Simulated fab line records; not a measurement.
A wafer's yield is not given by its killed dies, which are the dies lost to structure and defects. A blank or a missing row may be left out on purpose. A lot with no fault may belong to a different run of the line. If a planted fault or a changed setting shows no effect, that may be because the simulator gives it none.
One fault seen from 3 desks / flow n5_finfet / only its own numbers are on each desk; what lay behind them is given at the end

AT THE TOOL OWNER'S DESK: pecvd-02
The tool's own readings at N5_BEOL_M3_PECVD_72 (deposits SiO2 from TEOS/O2, target thk 16 nm, time 18 s): means of the sampled wafers that have a number, for each lot that ran on this tool. If a lot's mean is further than 4 standard deviations from the usual mean, the lot is out of limits and carries the mark OUT (the distance appears in the brackets).
Columns: A = chamber_pressure_Torr at N5_BEOL_M3_PECVD_72, usual 5.501 Torr; B = heater_power_w at N5_BEOL_M3_PECVD_72, usual 682 W; C = showerhead_plenum_p_Torr at N5_BEOL_M3_PECVD_72, usual 8.78 Torr; D = susceptor_temp_C at N5_BEOL_M3_PECVD_72, usual 400.01 C; E = throttle_valve_pct at N5_BEOL_M3_PECVD_72, usual 22.0 %
lot=L916; first seen here=day 7 08:55; A=5.499; B=629; C=8.76; D=399.85; E=21.5
lot=L922; first seen here=day 9 01:01; A=5.502; B=667; C=8.80; D=399.83; E=20.8
lot=L925; first seen here=day 9 11:59; A=5.501; B=585; C=8.67; D=404.89 (+23) OUT; E=22.3
lot=L926; first seen here=day 9 15:44; A=5.493; B=590; C=8.71; D=404.91 (+23) OUT; E=22.7
lot=L933; first seen here=day 12 08:34; A=5.502; B=579; C=8.71; D=399.78; E=22.7
lot=L937; first seen here=day 12 10:47; A=5.503; B=646; C=8.76; D=399.88; E=22.0
This desk's verdict: out of limits on L925, L926, starting with L925 at day 9 11:59 (susceptor_temp_C at N5_BEOL_M3_PECVD_72). In limits: L916, L922, L933, L937.

THE DEFECT DESK
Counts from the inspections along the route, per lot, as means over the sampled wafers that have a number. If a lot's mean is further than 4 standard deviations from the usual mean, the lot is out of limits and carries the mark OUT (the distance appears in the brackets).
Columns: A = raw_defect_count at N5_BEOL_M2_INSPECT_59, usual 70
lot=L915; first seen here=day 6 23:58; A=58
lot=L916; first seen here=day 7 08:46; A=81
lot=L922; first seen here=day 9 00:52; A=67
lot=L925; first seen here=day 9 11:49; A=69
lot=L926; first seen here=day 9 15:35; A=69
lot=L927; first seen here=day 10 06:08; A=64
lot=L932; first seen here=day 11 22:15; A=51
lot=L933; first seen here=day 12 08:24; A=60
lot=L936; first seen here=day 12 08:35; A=88
lot=L937; first seen here=day 12 10:38; A=60
Result from this desk: across the 10 lots, nothing is out of limits.

AT THE METROLOGY DESK
What the gauges read, lot by lot, whatever tool the lot ran on: means of the sampled wafers that have a number. If a lot's mean is further than 4 standard deviations from the usual mean, the lot is out of limits and carries the mark OUT (the distance appears in the brackets). Shown here are 7 of its 10 readings, the ones lying furthest out on some lot.
Columns: A = DIBL_N at N5_BEOL_M4_RC_MEAS_101, usual 36.0 mV/V; B = DIBL_P at N5_BEOL_M4_RC_MEAS_101, usual 36.2 mV/V; C = IOFF_N at N5_BEOL_M4_RC_MEAS_101, usual 0.16 nA/um; D = IOFF_P at N5_BEOL_M4_RC_MEAS_101, usual 0.21 nA/um; E = ION_N at N5_BEOL_M4_RC_MEAS_101, usual 675 uA/um; F = SS_P at N5_BEOL_M4_RC_MEAS_101, usual 73.3 mV/dec; G = VT_N at N5_BEOL_M4_RC_MEAS_101, usual 250 mV
lot=L915; first seen here=day 8 01:43; A=36.3; B=35.2; C=0.14; D=0.19; E=661; F=73.7; G=251
lot=L916; first seen here=day 8 10:36; A=37.3; B=37.9; C=0.20; D=0.24; E=686; F=73.8; G=246
lot=L922; first seen here=day 10 01:41; A=37.6; B=38.5; C=0.22; D=0.27; E=690; F=73.8; G=244
lot=L925; first seen here=day 10 18:38; A=36.2; B=37.3; C=0.19; D=0.22; E=687; F=73.7; G=248
lot=L926; first seen here=day 11 02:45; A=40.3; B=39.7; C=0.19; D=0.24; E=695; F=74.4; G=248
lot=L927; first seen here=day 11 05:12; A=37.1; B=38.8; C=0.19; D=0.27; E=685; F=73.9; G=246
lot=L932; first seen here=day 12 15:52; A=34.0; B=34.5; C=0.12; D=0.18; E=662; F=72.9; G=255
lot=L937; first seen here=day 13 23:46; A=37.0; B=37.0; C=0.19; D=0.24; E=685; F=73.1; G=247
lot=L933; first seen here=day 14 00:33; A=37.1; B=37.5; C=0.18; D=0.27; E=683; F=74.0; G=249
lot=L936; first seen here=day 14 02:49; A=36.5; B=35.7; C=0.16; D=0.19; E=676; F=73.1; G=249
Result from this desk: across the 10 lots, nothing is out of limits.

BROUGHT TOGETHER
An alarm could have come from the tool owner's desk at day 9 11:59, on L925, L926.
Nothing out of limits was seen by the defect desk.
Metrology desk: nothing out of limits seen.
The defect desk has L925, L926 on record, within its limits.
The metrology desk has L925, L926 on record, within its limits.
All the named lots went through N5_BEOL_M3_PECVD_72 on pecvd-02.

WHAT HAD BEEN PUT IN BY THE SIMULATOR
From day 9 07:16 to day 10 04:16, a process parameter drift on pecvd-02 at N5_BEOL_M3_PECVD_72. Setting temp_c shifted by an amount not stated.
Struck lots among those shown: L925, L926.
Hours from the fault's start to each desk's first reading out of limits: the tool owner's desk, 5.
